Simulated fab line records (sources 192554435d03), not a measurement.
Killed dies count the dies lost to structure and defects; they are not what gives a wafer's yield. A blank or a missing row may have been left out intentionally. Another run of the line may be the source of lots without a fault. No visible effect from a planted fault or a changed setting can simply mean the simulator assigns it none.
Which of the tools did it? :: flow n5 finfet :: at 1 step of a route of 1938, 22 lots with 66 wafers sampled

## WHAT THE GAUGES SHOWED, per wafer
N5_MOL_CONTACT_COAG_INSPECT_10: inspects for defects (brightfield). Usual: 72 for raw defect count, sd 29.
lot: L074
measured: day 4 15:48
on: defect inspect-02
raw defect count: 67 56 91
flag: 

lot: L075
measured: day 5 02:26
on: defect inspect-02
raw defect count: 84 85 86
flag: 

lot: L076
measured: day 5 04:11
on: defect inspect-02
raw defect count: 44 66 77
flag: 

lot: L077
measured: day 5 14:52
on: defect inspect-02
raw defect count: 66 57 34
flag: 

lot: L078
measured: day 5 15:51
on: defect inspect-01
raw defect count: 41 42 45
flag: 

lot: L079
measured: day 6 01:13
on: defect inspect-02
raw defect count: 90 96 71
flag: 

lot: L080
measured: day 6 02:47
on: defect inspect-01
raw defect count: 94 150 86
flag: 

lot: L081
measured: day 6 09:16
on: defect inspect-01
raw defect count: 31 47 22
flag: 

lot: L082
measured: day 6 18:50
on: defect inspect-02
raw defect count: 50 87 105
flag: 

lot: L083
measured: day 6 22:22
on: defect inspect-02
raw defect count: 51 202 88
flag: 

lot: L085
measured: day 7 10:01
on: defect inspect-01
raw defect count: 56 42 75
flag: 

lot: L086
measured: day 7 18:48
on: defect inspect-01
raw defect count: 61 19 30
flag: 

lot: L087
measured: day 8 01:29
on: defect inspect-02
raw defect count: 77 50 86
flag: 

lot: L088
measured: day 8 03:56
on: defect inspect-02
raw defect count: 69 83 80
flag: 

lot: L089
measured: day 8 12:15
on: defect inspect-01
raw defect count: 39 115 100
flag: 

lot: L090
measured: day 8 13:42
on: defect inspect-01
raw defect count: 38 34 50
flag: 

lot: L091
measured: day 8 22:01
on: defect inspect-01
raw defect count: 62 62 78
flag: 

lot: L092
measured: day 9 09:07
on: defect inspect-02
raw defect count: 75 93 40
flag: 

lot: L093
measured: day 9 10:09
on: defect inspect-02
raw defect count: 165 59 126
flag: 

lot: L094
measured: day 9 15:26
on: defect inspect-01
raw defect count: 63 66 81
flag: 

lot: L095
measured: day 10 00:43
on: defect inspect-02
raw defect count: 49 83 97
flag: 

lot: L097
measured: day 10 10:05
on: defect inspect-02
raw defect count: 48 52 44
flag: 

## WHAT TOOL EACH LOT RAN ON (gives the tool, then ch and the chambers of the sampled wafers, and finally the start)
No process step before these readings appears in the record.

## AS READ BY THE TOOLS THEMSELVES (means over the sampled wafers that have a number; for cases with no such wafer, the mark the record gives instead)
The record holds no such reading with a usual standard deviation.

## THE ANSWER, worked out from the rows above alone
Rule: take the mean of a lot's wafers that have a number; if it is more than 3 standard deviations from the usual mean, the lot is off. Also off: a lot with no number at a reading for which 4 or more lots have one. Any other lot the step has rows for is counted as sound. The gauges are gone through in route order, then the tools' own readings, and for those a lot's mean is taken as printed above. At the first step where some lot is off, the reading lying furthest off is the one used; lots without a number count as furthest.
No lot is off on any of the readings shown, so nothing can be concluded from this.

## WHAT THE SIMULATOR HAD PUT IN
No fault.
